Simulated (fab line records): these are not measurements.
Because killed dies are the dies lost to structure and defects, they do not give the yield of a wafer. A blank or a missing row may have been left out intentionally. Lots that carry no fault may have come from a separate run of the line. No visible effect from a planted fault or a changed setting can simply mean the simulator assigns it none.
Which tool was responsible? | flow nand harc | 12 lots, 36 wafers sampled, at 3 steps of a route of 1302

WHAT THE GAUGES READ, wafer by wafer
NHARC_A_CHANNEL_HOLE_D2_CD_MEAS_18.
lot  | measured     | on        | cd nm (nm)
L074 | day 13 14:01 | cd sem-02 | 103.3 99.6 99.1
L077 | day 14 23:17 | cd sem-02 | 98.9 104.0 102.3
L080 | day 15 03:08 | cd sem-01 | 98.0 100.4 100.0
L081 | day 16 02:48 | cd sem-02 | 100.6 101.8 95.9
L083 | day 17 10:32 | cd sem-03 | 97.3 103.1 100.7
L085 | day 18 03:23 | cd sem-01 | 103.9 97.6 105.2
L087 | day 18 11:10 | cd sem-02 | 103.3 102.4 97.5
L089 | day 19 17:46 | cd sem-01 | 96.8 96.4 98.6
L091 | day 20 13:20 | cd sem-02 | 98.6 97.7 98.6
L093 | day 20 17:38 | cd sem-03 | 99.4 100.8 96.9
L095 | day 21 20:57 | cd sem-03 | 98.2 104.1 100.1
L097 | day 22 10:36 | cd sem-01 | 99.9 99.1 93.6

TOOL THAT RAN EACH LOT (tool first, then ch and the chambers of the sampled wafers, then the start)
lot  | NHARC_A_CHANNEL_HOLE_D1_DESCUM_15  | NHARC_A_CHANNEL_HOLE_D1_ETCH_25
L074 | rie diel-09 ch 0,1,2, day 8 19:36  | har etch-01 ch 0,1, day 9 01:56
L077 | rie diel-07 ch 0,2,3, day 10 05:30 | har etch-02 ch 0,1, day 10 10:09
L080 | rie diel-07 ch 1,2,3, day 10 17:55 | har etch-02 ch 0,1, day 10 22:17
L081 | rie diel-09 ch 0,1, day 11 17:10   | har etch-01 ch 0,1, day 11 21:40
L083 | rie diel-07 ch 0,1, day 12 11:18   | har etch-02 ch 1, day 12 18:14
L085 | rie diel-07 ch 0,2,3, day 13 05:00 | har etch-01 ch 0,1, day 13 11:01
L087 | rie diel-07 ch 0,1,3, day 13 15:52 | har etch-02 ch 0,1, day 13 20:07
L089 | rie diel-07 ch 0,1,3, day 14 23:20 | har etch-01 ch 0,1, day 15 08:13
L091 | rie diel-09 ch 1,2,3, day 15 20:40 | har etch-02 ch 0,1, day 16 00:52
L093 | rie diel-09 ch 1,3, day 16 03:30   | har etch-01 ch 0,1, day 16 07:44
L095 | rie diel-07 ch 0,1,2, day 17 08:36 | har etch-01 ch 0,1, day 17 18:32
L097 | rie diel-07 ch 0,1,2, day 17 21:14 | har etch-02 ch 0,1, day 18 05:10
- NHARC_A_CHANNEL_HOLE_D1_DESCUM_15: chemistry O2, time 3 s.
- NHARC_A_CHANNEL_HOLE_D1_ETCH_25: etches the open film in C4F8/O2/Ar, time 1040.2 s, target depth 1500 nm.

THE ANSWER, worked out from the rows above alone
Rule: usual is defined by the lots themselves. Put in order of their means at a reading, lots are off if they are a third of the lots or fewer, leave a main group of 4 or more, and stand apart from it by a gap of 3 or more times the standard deviation of the main group's means; of several such gaps the widest counts. A main group is skipped when, at the precision printed for the reading in the tables above, its means are all equal. Also off: a lot with no number at a reading for which 4 or more lots have one. The other lots that the step has rows for count as sound.
Across all readings shown, no lot is off: no conclusion can be drawn from this.

WHAT WAS PUT IN BY THE SIMULATOR
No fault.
